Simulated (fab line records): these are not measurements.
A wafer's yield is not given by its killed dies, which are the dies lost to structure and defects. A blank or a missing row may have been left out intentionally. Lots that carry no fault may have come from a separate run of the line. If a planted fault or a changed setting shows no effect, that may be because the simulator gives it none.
Matching of chambers / flow nand harc / NHARC_P_M2_PRE_CLEAN_32 on pecvd-03: 3 sister chambers
The step time 12 s. 14 wafers are shown with their chamber, then 7 later ones without.

WAFERS, EACH WITH ITS CHAMBER
wafer=L508.4; chamber=1; heater power w (W)=605; susceptor temp C (C)=369.78
wafer=L508.5; chamber=0; heater power w (W)=561; susceptor temp C (C)=370.23
wafer=L508.6; chamber=2; heater power w (W)=561; susceptor temp C (C)=370.02
wafer=L509.1; chamber=1; heater power w (W)=575; susceptor temp C (C)=370.02
wafer=L509.2; chamber=2; heater power w (W)=478; susceptor temp C (C)=369.97
wafer=L509.4; chamber=0; heater power w (W)=560; susceptor temp C (C)=369.85
wafer=L510.2; chamber=1; heater power w (W)=610; susceptor temp C (C)=370.19
wafer=L510.3; chamber=0; heater power w (W)=538; susceptor temp C (C)=370.49
wafer=L510.5; chamber=2; heater power w (W)=511; susceptor temp C (C)=369.76
wafer=L513.1; chamber=1; heater power w (W)=647; susceptor temp C (C)=369.77
wafer=L513.2; chamber=2; heater power w (W)=525; susceptor temp C (C)=369.81
wafer=L513.4; chamber=2; heater power w (W)=525; susceptor temp C (C)=370.00
wafer=L514.2; chamber=1; heater power w (W)=617; susceptor temp C (C)=370.17
wafer=L514.4; chamber=0; heater power w (W)=522; susceptor temp C (C)=369.99

SIGNATURES, as means of the wafers listed above
reading=heater power w; chamber 0=545.25; chamber 1=610.80; chamber 2=520.00; scatter within a chamber=25.8
reading=susceptor temp C; chamber 0=370.1400; chamber 1=369.9860; chamber 2=369.9120; scatter within a chamber=0.204
Rule: distance of a wafer from a chamber = root of the sum over the readings of ((wafer's reading minus chamber's mean) / reading's scatter) squared. If the next closest chamber is less than 2 further off than the closest, the wafer can't be placed; otherwise it belongs to the closest. The scatter: the root of (the sum of the squares of (reading less its chamber's mean) over the shown wafers, divided by (wafers less chambers)).

WAFERS WHOSE CHAMBER IS MISSING
wafer=L514.5; heater power w (W)=499; susceptor temp C (C)=369.90
wafer=L521.2; heater power w (W)=566; susceptor temp C (C)=369.87
wafer=L521.3; heater power w (W)=635; susceptor temp C (C)=370.13
wafer=L521.4; heater power w (W)=524; susceptor temp C (C)=369.79
wafer=L523.1; heater power w (W)=505; susceptor temp C (C)=370.05
wafer=L523.3; heater power w (W)=576; susceptor temp C (C)=370.43
wafer=L523.5; heater power w (W)=572; susceptor temp C (C)=370.23

WHICH CHAMBER EACH WENT THROUGH
wafer=L514.5; from the rows above=can't be placed: 2 or 0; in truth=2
wafer=L521.2; from the rows above=can't be placed: 0 or 2 or 1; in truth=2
wafer=L521.3; from the rows above=1; in truth=1
wafer=L521.4; from the rows above=can't be placed: 2 or 0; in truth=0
wafer=L523.1; from the rows above=can't be placed: 2 or 0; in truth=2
wafer=L523.3; from the rows above=can't be placed: 0 or 1 or 2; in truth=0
wafer=L523.5; from the rows above=can't be placed: 0 or 1 or 2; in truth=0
Correctly placed: 1 of 7. Can't be placed from these rows: 6 (the true chamber is among the candidates in 6). Number placed wrongly: 0.
